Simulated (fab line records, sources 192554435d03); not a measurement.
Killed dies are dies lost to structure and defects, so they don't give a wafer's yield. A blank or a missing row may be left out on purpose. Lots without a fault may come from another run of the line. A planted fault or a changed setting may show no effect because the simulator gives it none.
Split-lot experiment | flow n5_finfet | 7 lots, 21 wafers read, on a route of 1938 steps

THE SPLIT
At N5_BEOL_M11_COAT_63 (time 60 s, resist thk 100 nm), the setting spin_rpm was moved away from the recipe's 1500 rpm on 10 of the 21 wafers read, by -9.2% to +8.1%. The other wafers ran this setting at the recipe's value.

FROM THE SPLIT TO THE READING: what the file shows between them, 10 steps
- N5_BEOL_M11_COAT_22: resist thk 90 nm (also split here: spin_rpm)
- N5_BEOL_M11_EBR_24
- N5_BEOL_M11_SOFTBAKE_23: time 60 s
- N5_BEOL_M11_EXPOSE_25: exposes mask V10
- N5_BEOL_M11_PEB_26: peb time 60 s
- N5_BEOL_M11_DEVELOP_27: develop time 30 s
- N5_BEOL_M11_DESCUM_33: chemistry O2, time 7.9 s
- N5_BEOL_M11_ETCH_65: etches SiARC in CF4, target depth 39 nm, time 65 s
- N5_BEOL_M11_ETCH_66: etches SOC in N2/H2, target depth 120 nm, overetch 24 nm, time 180 s
- N5_BEOL_M11_STRIP_69: strips in N2/H2

THE READING
SOC_of_BEOL_M11_COAT_63.thk_nm (the simulator's own value, which no gauge read), in nm, at N5_BEOL_M11_VIA_ETCH_34 (etches SiCOH lowk in C4F6/O2, target depth 184.5 nm, time 69.2 s). The file gives no usual value for it. The 11 wafers here that ran the recipe average 92.2 nm, standard deviation 0.39 nm.

wafer  | tool, chamber at the split | spin_rpm as run, rpm | against the recipe | SOC_of_BEOL_M11_COAT_63.thk_nm, nm | against lot-mates on the recipe
L074.2 | litho_track-04, 0          | 1362                 | -9.2%              | 97.6                               | +5.0
L074.4 | litho_track-04, 0          | 1500                 | recipe             | 92.6                               | -
L074.5 | litho_track-04, 0          | 1362                 | -9.2%              | 97.2                               | +4.6
L079.1 | litho_track-02, 0          | 1586                 | +5.7%              | 89.6                               | -2.8
L079.2 | litho_track-02, 0          | 1586                 | +5.7%              | 89.2                               | -3.2
L079.6 | litho_track-02, 0          | 1500                 | recipe             | 92.4                               | -
L086.2 | litho_track-03, 0          | 1500                 | recipe             | 92.8                               | -
L086.5 | litho_track-03, 0          | 1386                 | -7.6%              | 96.2                               | +3.4
L086.6 | litho_track-03, 0          | 1386                 | -7.6%              | 96.6                               | +3.8
L088.2 | litho_track-04, 0          | 1500                 | recipe             | 92.6                               | -
L088.4 | litho_track-04, 0          | 1500                 | recipe             | 92.4                               | -
L088.6 | litho_track-04, 0          | 1500                 | recipe             | 92.2                               | -
L087.1 | litho_track-04, 0          | 1549                 | +3.3%              | 90.8                               | -1.3
L087.3 | litho_track-04, 0          | 1500                 | recipe             | 91.8                               | -
L087.4 | litho_track-04, 0          | 1500                 | recipe             | 92.4                               | -
L090.3 | litho_track-03, 0          | 1379                 | -8.1%              | 96.2                               | +4.5
L090.5 | litho_track-03, 0          | 1500                 | recipe             | 91.8                               | -
L090.6 | litho_track-03, 0          | 1500                 | recipe             | 91.6                               | -
L089.1 | litho_track-02, 0          | 1621                 | +8.1%              | 88.2                               | -3.6
L089.3 | litho_track-02, 0          | 1500                 | recipe             | 91.8                               | -
L089.5 | litho_track-02, 0          | 1621                 | +8.1%              | 87.8                               | -4.0

THE FIT
A straight line over all 21 wafers: SOC_of_BEOL_M11_COAT_63.thk_nm changes by -0.531 nm for each +1% of spin_rpm; r = -0.99; the points scatter about the line by 0.35 nm.
The same after taking each lot's own level away (the mean of its wafers on the recipe; 21 wafers): -0.501 nm for each +1%; r = -1.00; scatter 0.25 nm.
On that fit, the largest move of spin_rpm shifts the reading by 4.6 nm.
The lots' own levels span 91.70 to 92.80 nm, that is 2.9 times the standard deviation above.
So the lot-to-lot level changes the slope little: the two slopes agree.
Check: with one of the wafers moved furthest among these (-9.2%) left out of the fit, the line predicts +4.58 nm for it against its lot-mates. It came out at +5 nm against them.

OTHER SPLITS ON THESE WAFERS
These wafers also went through other splits before the reading. Each is held against what the fit with the lots' levels taken away leaves over:
other split on the same wafers    | wafers away from the commonest value | r with SOC_of_BEOL_M11_COAT_63.thk_nm (lot level and that fit taken away)
N5_BEOL_M10_VIA_ETCH_34 time_s    | 4                                    | -0.30
N5_BEOL_M10_TRENCH_ETCH_37 time_s | 6                                    | -0.02
N5_BEOL_M11_COAT_22 spin_rpm      | 9                                    | -0.35

THE WHOLE CHAIN: every reading that the file lists as answering this split, in the file's order
step                    | what it does                                                         | reading                                                                         | change (the file's fit)               | r (the file's)
N5_BEOL_M11_COAT_63     | time 60 s, resist thk 100 nm                                         | SOC_of_BEOL_M11_COAT_63.thk_nm (the simulator's own value, which no gauge read) | -0.522 nm for each +1% of the setting | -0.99
N5_BEOL_M11_ETCH_66     | etches SOC in N2/H2, target depth 120 nm, overetch 24 nm, time 180 s | etch.depth_nm (the simulator's own value, which no gauge read)                  | -0.517 nm for each +1% of the setting | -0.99
N5_BEOL_M11_VIA_ETCH_34 | etches SiCOH lowk in C4F6/O2, target depth 184.5 nm, time 69.2 s     | SOC_of_BEOL_M11_COAT_63.thk_nm (the simulator's own value, which no gauge read) | -0.506 nm for each +1% of the setting | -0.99

THE FILE'S OWN FIT
SOC_of_BEOL_M11_COAT_63.thk_nm changes by -0.506 nm for each +1% of spin_rpm, r = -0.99.
